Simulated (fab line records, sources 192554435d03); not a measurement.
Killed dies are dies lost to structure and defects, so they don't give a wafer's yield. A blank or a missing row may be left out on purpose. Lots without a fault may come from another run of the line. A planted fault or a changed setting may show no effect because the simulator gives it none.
Split-lot experiment | flow n5_finfet | 7 lots, 21 wafers read, on a route of 1938 steps

THE SPLIT
At N5_SD_EPI_P_EPI_21 (deposits SiGe:B, time 355 s), the setting epi_growth_time_s was moved away from the recipe's 355 s on 4 of the 21 wafers read, by -5.5% to +5.7%. The other wafers ran this setting at the recipe's value.

The file shows no step between the split and the reading.

THE READING
SiGe-B_of_SD_EPI_P_EPI_21.thk_nm (the simulator's own value, which no gauge read), in nm, at N5_SD_EPI_P_HM_STRIP_48 (strips SiNx in H3PO4, material SiNx, target depth 3 nm). The file gives no usual value for it. The 17 wafers here that ran the recipe average 60.5 nm, standard deviation 0.9 nm.

wafer  | tool, chamber at the split | epi_growth_time_s as run, s | against the recipe | SiGe-B_of_SD_EPI_P_EPI_21.thk_nm, nm | against lot-mates on the recipe
L074.3 | epi_rpcvd-04, 0            | 355                         | recipe             | 59.6                                 | -
L074.4 | epi_rpcvd-04, 0            | 375.3                       | +5.7%              | 62.2                                 | +2.4
L074.6 | epi_rpcvd-04, 0            | 355                         | recipe             | 60                                   | -
L082.3 | epi_rpcvd-04, 0            | 355                         | recipe             | 59.4                                 | -
L082.4 | epi_rpcvd-04, 0            | 355                         | recipe             | 59.6                                 | -
L082.5 | epi_rpcvd-04, 0            | 355                         | recipe             | 59.2                                 | -
L084.2 | epi_rpcvd-04, 0            | 355                         | recipe             | 60.8                                 | -
L084.6 | epi_rpcvd-04, 0            | 355                         | recipe             | 60.8                                 | -
L084.5 | epi_rpcvd-04, 0            | 355                         | recipe             | 61                                   | -
L087.2 | epi_rpcvd-04, 0            | 335.6                       | -5.5%              | 59                                   | -2.8
L087.3 | epi_rpcvd-04, 0            | 335.6                       | -5.5%              | 59.6                                 | -2.2
L087.4 | epi_rpcvd-04, 0            | 355                         | recipe             | 61.8                                 | -
L089.3 | epi_rpcvd-03, 0            | 355                         | recipe             | 60.6                                 | -
L089.4 | epi_rpcvd-03, 0            | 355                         | recipe             | 59.2                                 | -
L089.6 | epi_rpcvd-03, 0            | 355                         | recipe             | 60.2                                 | -
L096.1 | epi_rpcvd-04, 0            | 355                         | recipe             | 62                                   | -
L096.2 | epi_rpcvd-04, 0            | 355                         | recipe             | 62                                   | -
L096.6 | epi_rpcvd-04, 0            | 355                         | recipe             | 61                                   | -
L097.4 | epi_rpcvd-04, 0            | 355                         | recipe             | 61                                   | -
L097.5 | epi_rpcvd-04, 0            | 355                         | recipe             | 60.8                                 | -
L097.6 | epi_rpcvd-04, 0            | 340.4                       | -4.1%              | 58.8                                 | -2.1

THE FIT
A straight line over all 21 wafers: SiGe-B_of_SD_EPI_P_EPI_21.thk_nm changes by +0.276 nm for each +1% of epi_growth_time_s; r = +0.60; the points scatter about the line by 0.87 nm.
The same after taking each lot's own level away (the mean of its wafers on the recipe; 21 wafers): +0.452 nm for each +1%; r = +0.95; scatter 0.34 nm.
On that fit, the largest move of epi_growth_time_s shifts the reading by 2.6 nm.
The lots' own levels span 59.40 to 61.80 nm, that is 2.7 times the standard deviation above.
So the lot-to-lot level blurs the effect unless lot-mates are compared.
Check: with one of the wafers moved furthest among these (+5.7%) left out of the fit, the line predicts +2.68 nm for it against its lot-mates. It came out at +2.4 nm against them.

OTHER SPLITS ON THESE WAFERS
These wafers also went through other splits before the reading. Each is held against what the fit with the lots' levels taken away leaves over:
other split on the same wafers            | wafers away from the commonest value | r with SiGe-B_of_SD_EPI_P_EPI_21.thk_nm (lot level and that fit taken away)
N5_WELL_APT_COAT_02 spin_rpm              | 6                                    | -0.43
N5_WELL_APT_PEB_06 peb_temp_c             | 8                                    | -0.29
N5_PMOS_HMC_CHANNEL_EPI_PEB_07 peb_time_s | 8                                    | -0.08
N5_PMOS_HMC_CHANNEL_EPI_ETCH_32 bias_w    | 6                                    | -0.08
N5_SD_EPI_N_EPI_21 time_s                 | 8                                    | -0.05

THE WHOLE CHAIN: every reading that the file lists as answering this split, in the file's order
step                    | what it does                                           | reading                                                                           | change (the file's fit)               | r (the file's)
N5_SD_EPI_P_EPI_21      | deposits SiGe:B, time 355 s                            | SiGe-B_of_SD_EPI_P_EPI_21.thk_nm (the simulator's own value, which no gauge read) | +0.443 nm for each +1% of the setting | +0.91
N5_SD_EPI_P_HM_STRIP_48 | strips SiNx in H3PO4, material SiNx, target depth 3 nm | SiGe-B_of_SD_EPI_P_EPI_21.thk_nm (the simulator's own value, which no gauge read) | +0.453 nm for each +1% of the setting | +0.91

THE FILE'S OWN FIT
SiGe-B_of_SD_EPI_P_EPI_21.thk_nm changes by +0.453 nm for each +1% of epi_growth_time_s, r = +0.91.
